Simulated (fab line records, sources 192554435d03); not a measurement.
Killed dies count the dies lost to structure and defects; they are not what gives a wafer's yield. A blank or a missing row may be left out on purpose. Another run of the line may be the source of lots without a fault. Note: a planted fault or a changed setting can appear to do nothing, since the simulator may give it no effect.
A lot that was struck, set against a sound lot + flow n5Finfet + 36 out of 1938 route steps
Sound: wafers L311.2, L311.3, L311.4. Wafers L300.1, L300.2, L300.3 were the ones struck. The cause is named last.
Each step with rows lists, per side, the tool, then ch with its chambers, then its first start. Under that, the readings that differ: sound wafers + struck wafers + difference of the means + sigmas: that difference in standard deviations of wafers without a fault.
alike: words and numbers the same on both sides, and readings whose means are apart by under 2 such deviations; not compared: readings that were withheld, readings missing a value for some wafer, numbers with overlapping values and no deviation given by the record, and bounds like >300 which may hide the same value.
Wherever a step has rows on one side only, a row that says differs or no value, or a row with sigmas, the two part there. When numbers do not overlap yet have no deviation, they are printed without sigmas and do not part them. A reading missing from all wafers of one side parts the sides only when that side holds two or more wafers.

first, 9 steps without rows for these wafers: N5_BEOL_M4_ANNEAL_95 (time 240 s); N5_BEOL_M4_SPUTTER_96 (material Cu, target thk 4.5 nm, time 8.29 s); N5_BEOL_M4_ECD_50 (material Cu, target thk 300 nm); N5_BEOL_M4_ANNEAL_51 (time 90 s); N5_BEOL_M4_CMP_52 (polishes, stops on SiOC, t overpolish 6.8 s, target thk 40 nm); N5_BEOL_M4_PRE_CLEAN_60 (time 15 s); N5_BEOL_M4_CO_CAP_55 (material Co, precursor CCTBA/H2, target thk 2 nm, time 102.1 s); N5_BEOL_M4_PRE_CLEAN_56 (time 15 s); N5_BEOL_M4_DEP_57 (deposits SiCN from 3MS/NH3, target thk 8 nm, time 14 s).
N5_BEOL_M4_RC_MEAS_101:
  sound on prober-02 ch 0, day 12 23:08; struck on prober-01 ch 0, day 11 02:23
| reading        | sound          | struck         | difference | sigmas |
|----------------|----------------|----------------|------------|--------|
| IOFF_N (nA/um) | 0.12 0.17 0.11 | 0.20 0.19 0.24 | +0.08      | +2     |
| ION_N (uA/um)  | 654 680 662    | 697 697 690    | +29        | +2     |
| SS_N (mV/dec)  | 70.7 71.5 70.4 | 72.0 71.1 73.6 | +1.4       | +2     |
  alike: DIBL_N, DIBL_P, IOFF_P, ION_P, SS_P, VT_N, VT_P
then, 24 steps without rows for these wafers: N5_BEOL_M5_ILD_DEP_00 (deposits SiCOH lowk from DEMS/porogen, target thk 140.64 nm, time 25.9 s); N5_BEOL_M5_CURE_79 (cures SiCOH lowk, time 240 s); N5_BEOL_M5_PECVD_70 (deposits SiO2 from TEOS/O2, target thk 16 nm, time 18 s); N5_BEOL_M5_HM_DEP_02 (deposits TiN, target thk 20 nm); N5_BEOL_M5_COAT_59 (time 60 s, resist thk 60 nm); N5_BEOL_M5_COAT_60 (time 60 s, resist thk 12 nm); N5_BEOL_M5_COAT_71 (time 60 s, resist thk 5 nm); N5_BEOL_M5_COAT_05 (resist thk 30 nm); N5_BEOL_M5_EBR_07; N5_BEOL_M5_SOFTBAKE_06 (time 60 s); N5_BEOL_M5_EXPOSE_08 (exposes mask M5, target cd 28 nm); N5_BEOL_M5_PEB_09 (peb time 60 s); N5_BEOL_M5_DEVELOP_10 (develop time 30 s); N5_BEOL_M5_DESCUM_16 (chemistry O2, time 7 s); N5_BEOL_M5_ETCH_72 (etches underlayer in N2/H2, target depth 6.5 nm, time 5.2 s); N5_BEOL_M5_ETCH_61 (etches SiARC in CF4, target depth 15.6 nm, time 26 s); N5_BEOL_M5_ETCH_62 (etches SOC in N2/H2, target depth 75 nm, overetch 15 nm, time 112.5 s); N5_BEOL_M5_STRIP_63 (strips in N2/H2); N5_BEOL_M5_STRIP_73 (strips in N2/H2); N5_BEOL_M5_STRIP_64 (strips in CF4); N5_BEOL_M5_HM_OPEN_17 (chemistry Cl2/BCl3, target TiN, target depth 20 nm, overetch 6 nm); N5_BEOL_M5_STRIP_19 (strips in O2); N5_BEOL_M5_COAT_65 (time 60 s, resist thk 60 nm); N5_BEOL_M5_COAT_66 (time 60 s, resist thk 12 nm).
-- the record jumps here: 3 days lie between the struck wafers' starts before and after (it left off in module BEOL_M5 and takes up again in module BEOL_M13, whose first step shown is number 1713 of the route) --
N5_BEOL_M13_DEP_53: deposits SiCN from 3MS/NH3, target thk 50 nm, time 17.8 s.
  sound on pecvd-04 ch 1,2, day 16 10:56; struck on pecvd-04 ch 0,1,2, day 14 02:27
  no value came back on the struck wafers for chamberPressureTorr (Torr), rfFwdPowerW (W), showerheadPlenumPTorr (Torr), throttleValvePct (%); on the sound wafers chamberPressureTorr (Torr) reads 3.002 2.991 3.002
N5_PASSIVATION_PROBE_49:
  sound: prober-02 at day 17 12:36; struck: prober-02 at day 15 11:01
| reading                 | sound          | struck         | difference | sigmas      |
|-------------------------|----------------|----------------|------------|-------------|
| defectLimitedYield (%)  | 91.8 90.2 91.9 | 0 0 0          | -91        | -65         |
| killed_at_M4_up         | 14 25 21       | 1096 1098 1084 | +1073      | +99 or more |
| killedDies              | 97 116 95      | 1180 1180 1180 | +1077      | +63         |
| killedOnRim             | 16 21 12       | 152 152 152    | +136       | +39         |
| sort_bin_5_function (%) | 4.3 5.4 4.8    | 96.9 96.1 95.9 | +91.5      | +99 or more |
| sortNPass               | 1083 1064 1085 | 0 0 0          | -1077      | -63         |
| sortYieldPct (%)        | 91.8 90.2 91.9 | 0 0 0          | -91        | -65         |
  alike: killed_at_M0_to_M3, killedAtContacts, killedAtFrontEnd, killedAtOther, killedOpen, killedShort, sort_bin_6_memory

== WHERE THEY PART ==
At N5_BEOL_M4_RC_MEAS_101 first; at N5_PASSIVATION_PROBE_49 last (within this record only).

WHY: what the simulator had put in
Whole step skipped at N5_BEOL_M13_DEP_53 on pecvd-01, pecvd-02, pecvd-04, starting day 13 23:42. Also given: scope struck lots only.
